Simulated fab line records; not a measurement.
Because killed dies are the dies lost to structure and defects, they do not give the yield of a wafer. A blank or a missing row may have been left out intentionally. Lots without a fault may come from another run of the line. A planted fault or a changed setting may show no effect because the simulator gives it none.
Split-lot experiment ; flow n5-finfet ; on a route of 1938 steps: 7 lots, 39 wafers read

== SPLIT DETAILS ==
At N5_SD_EPI_N_EPI_21 (deposits Si:P, time 690 s), the setting temp-c was moved away from the recipe's 680 C on 15 of the 39 wafers read, by -0.8% to +0.5%. The other wafers ran this setting at the recipe's value.

== FROM THE SPLIT TO THE READING: what the file shows between them, 2 steps ==
- N5_SD_EPI_N_PRECLEAN_24: cleans in O3/DIW, time 60 s
- N5_SD_EPI_P_EPI_21: deposits SiGe:B, time 355 s

== THE READING ==
Si-P_of_SD_EPI_N_EPI_21.thk-nm (the simulator's own value, which no gauge read), in nm, at N5_SD_EPI_P_HM_STRIP_48 (strips SiNx in H3PO4, material SiNx, target depth 3 nm). No usual value for it is given in the file. Average 58.2 nm, standard deviation 0.58 nm, over the 24 wafers here run with the recipe.

wafer;tool, chamber at the split;temp-c as run, C;against the recipe;Si-P_of_SD_EPI_N_EPI_21.thk-nm, nm;against lot-mates on the recipe
L078.1;epi-rpcvd-02, 0;680;recipe;58.4;-
L078.3;epi-rpcvd-02, 0;680;recipe;58.4;-
L078.2;epi-rpcvd-02, 0;680;recipe;58.6;-
L078.4;epi-rpcvd-02, 0;680;recipe;58.6;-
L078.5;epi-rpcvd-02, 0;680;recipe;58.2;-
L078.6;epi-rpcvd-02, 0;680;recipe;58.2;-
L081.1;epi-rpcvd-01, 0;680;recipe;59.2;-
L081.2;epi-rpcvd-01, 0;680;recipe;57.8;-
L081.3;epi-rpcvd-01, 0;680;recipe;58.6;-
L081.4;epi-rpcvd-01, 0;675.8;-0.6%;54.4;-4.1
L081.5;epi-rpcvd-01, 0;675.8;-0.6%;54;-4.5
L081.6;epi-rpcvd-01, 0;675.8;-0.6%;54.2;-4.3
L086.1;epi-rpcvd-01, 0;682.8;+0.4%;60.8;+2.8
L086.2;epi-rpcvd-01, 0;682.8;+0.4%;61;+3.0
L086.3;epi-rpcvd-01, 0;680;recipe;58.6;-
L086.4;epi-rpcvd-01, 0;680;recipe;58.4;-
L086.5;epi-rpcvd-01, 0;680;recipe;57;-
L086.6;epi-rpcvd-01, 0;682.8;+0.4%;61.8;+3.8
L089.1;epi-rpcvd-02, 0;677.7;-0.3%;56.2;-2.0
L089.2;epi-rpcvd-02, 0;680;recipe;58.2;-
L089.3;epi-rpcvd-02, 0;680;recipe;58;-
L089.4;epi-rpcvd-02, 0;677.7;-0.3%;55.8;-2.4
L089.5;epi-rpcvd-02, 0;680;recipe;58.4;-
L089.6;epi-rpcvd-02, 0;677.7;-0.3%;55.6;-2.6
L088.1;epi-rpcvd-03, 0;680;recipe;57.6;-
L088.3;epi-rpcvd-03, 0;680;recipe;57.4;-
L088.4;epi-rpcvd-03, 0;680;recipe;57;-
L093.1;epi-rpcvd-01, 0;674.9;-0.8%;52.2;-6.1
L093.2;epi-rpcvd-01, 0;680;recipe;58.2;-
L093.3;epi-rpcvd-01, 0;680;recipe;58.8;-
L093.4;epi-rpcvd-01, 0;680;recipe;58;-
L093.5;epi-rpcvd-01, 0;674.9;-0.8%;53.6;-4.7
L093.6;epi-rpcvd-01, 0;674.9;-0.8%;53.8;-4.5
L097.1;epi-rpcvd-01, 0;680;recipe;58.2;-
L097.2;epi-rpcvd-01, 0;683.7;+0.5%;62.4;+3.6
L097.3;epi-rpcvd-01, 0;683.7;+0.5%;63.4;+4.6
L097.4;epi-rpcvd-01, 0;680;recipe;59.4;-
L097.5;epi-rpcvd-01, 0;680;recipe;58.8;-
L097.6;epi-rpcvd-01, 0;683.7;+0.5%;62;+3.2

FIT RESULTS
A straight line over all 39 wafers: Si-P_of_SD_EPI_N_EPI_21.thk-nm changes by +7.05 nm for each +1% of temp-c; r = +0.97; the points scatter about the line by 0.58 nm.
The same after taking each lot's own level away (the mean of its wafers on the recipe; 39 wafers): +7.04 nm for each +1%; r = +0.98; scatter 0.46 nm.
The reading moves by 5.3 nm for the largest change in temp-c, on that fit.
Measured against the standard deviation above, the lots' own levels, which go from 57.33 to 58.80 nm, span 2.5 times it.
So the lot-to-lot level changes the slope little: the two slopes agree.
Check: -5.11 nm against its lot-mates is what the line predicts for one of the wafers moved furthest among these (-0.8%) when that wafer is left out of the fit. It came out at -6.13 nm against them.

== ADDITIONAL SPLITS CARRIED BY THESE WAFERS ==
These wafers also went through other splits before the reading. Each is held against what the fit with the lots' levels taken away leaves over:
other split on the same wafers;wafers away from the commonest value;r with Si-P_of_SD_EPI_N_EPI_21.thk-nm (lot level and that fit taken away)
N5_FIN_CUT_ETCH_21 time-s;15;+0.00
N5_DUMMY_GATE_ETCH_32 time-s;12;-0.13

== THE WHOLE CHAIN: every reading that the file lists as answering this split, in the file's order ==
step;what it does;reading;change (the file's fit);r (the file's)
N5_SD_EPI_N_EPI_21;deposits Si:P, time 690 s;Si-P_of_SD_EPI_N_EPI_21.thk-nm (the simulator's own value, which no gauge read);+7.09 nm for each +1% of the setting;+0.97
N5_SD_EPI_P_HM_STRIP_48;strips SiNx in H3PO4, material SiNx, target depth 3 nm;Si-P_of_SD_EPI_N_EPI_21.thk-nm (the simulator's own value, which no gauge read);+7.02 nm for each +1% of the setting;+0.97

== THE FILE'S OWN FIT ==
Si-P_of_SD_EPI_N_EPI_21.thk-nm changes by +7.02 nm for each +1% of temp-c, r = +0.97.
